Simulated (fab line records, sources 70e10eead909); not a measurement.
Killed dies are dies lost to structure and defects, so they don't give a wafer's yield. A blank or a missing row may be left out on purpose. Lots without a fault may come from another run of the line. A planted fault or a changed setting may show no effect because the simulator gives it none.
Chamber matching | flow nand_harc | NHARC_P_CONTACT_DESCUM_17 on rie_diel-11: 4 sister chambers
The step chemistry O2, time 3 s. 20 wafers are shown with their chamber, then 10 later ones without.

WAFERS WITH THEIR CHAMBER
wafer  | chamber | drypump_motor_current_A (A) | oes_product_au (a.u.) | rf_vpp_V (V)
L076.1 | 3       | 5.1                         | 0.986                 | 57.6
L076.3 | 0       | 6.7                         | 1.032                 | 58.1
L076.6 | 0       | 6.7                         | 1.026                 | 58.0
L081.2 | 2       | 6.0                         | 1.008                 | 57.7
L081.4 | 0       | 6.7                         | 1.013                 | 59.8
L081.5 | 2       | 6.0                         | 1.018                 | 57.4
L083.2 | 1       | 6.1                         | 0.998                 | 56.7
L083.3 | 3       | 5.2                         | 0.983                 | 56.2
L083.5 | 1       | 6.1                         | 0.987                 | 56.6
L084.1 | 0       | 6.7                         | 1.037                 | 57.8
L084.2 | 1       | 6.1                         | 1.000                 | 57.3
L084.3 | 3       | 5.1                         | 0.980                 | 60.0
L085.1 | 1       | 6.1                         | 0.992                 | 56.8
L085.3 | 3       | 5.1                         | 0.971                 | 58.1
L085.6 | 0       | 6.7                         | 1.014                 | 57.7
L087.1 | 2       | 6.0                         | 1.005                 | 59.1
L087.2 | 1       | 6.1                         | 0.986                 | 57.8
L087.6 | 3       | 5.1                         | 0.973                 | 59.1
L089.2 | 3       | 5.1                         | 0.997                 | 60.3
L089.4 | 2       | 6.0                         | 1.001                 | 59.0

SIGNATURES (means of the wafers above)
reading                 | chamber 0 | chamber 1 | chamber 2 | chamber 3 | scatter within a chamber
drypump_motor_current_A | 6.700     | 6.100     | 6.000     | 5.117     | 0.0228
oes_product_au          | 1.02440   | 0.99260   | 1.00800   | 0.98167   | 0.00874
rf_vpp_V                | 58.280    | 57.040    | 58.300    | 58.550    | 1.07
Rule: a wafer's distance from a chamber is the root of the sum, over the readings, of the square of ((its reading less the chamber's mean) divided by the reading's scatter). The wafer belongs to the nearest chamber; if the next one is less than 2 further off, it can't be placed. The scatter: the root of (the sum of the squares of (reading less its chamber's mean) over the shown wafers, divided by (wafers less chambers)).

WAFERS WITHOUT THEIR CHAMBER
wafer  | drypump_motor_current_A (A) | oes_product_au (a.u.) | rf_vpp_V (V)
L089.5 | 6.1                         | 0.996                 | 56.6
L088.3 | 6.0                         | 1.013                 | 57.9
L088.5 | 6.1                         | 0.997                 | 57.0
L088.6 | 6.0                         | 1.011                 | 57.6
L094.1 | 6.1                         | 0.999                 | 57.0
L094.4 | 6.6                         | 0.999                 | 58.3
L094.5 | 6.1                         | 1.003                 | 57.1
L095.1 | 6.2                         | 0.991                 | 57.5
L095.4 | 6.0                         | 1.009                 | 59.4
L095.5 | 5.1                         | 0.990                 | 58.0

WHICH CHAMBER EACH WENT THROUGH
wafer  | from the rows above | in truth
L089.5 | 1                   | 1
L088.3 | 2                   | 2
L088.5 | 1                   | 1
L088.6 | 2                   | 2
L094.1 | 1                   | 1
L094.4 | 0                   | 0
L094.5 | 1                   | 1
L095.1 | 1                   | 1
L095.4 | 2                   | 2
L095.5 | 3                   | 3
Placed correctly: 10 of 10. Can't be placed from these rows: 0. Placed wrongly: 0.
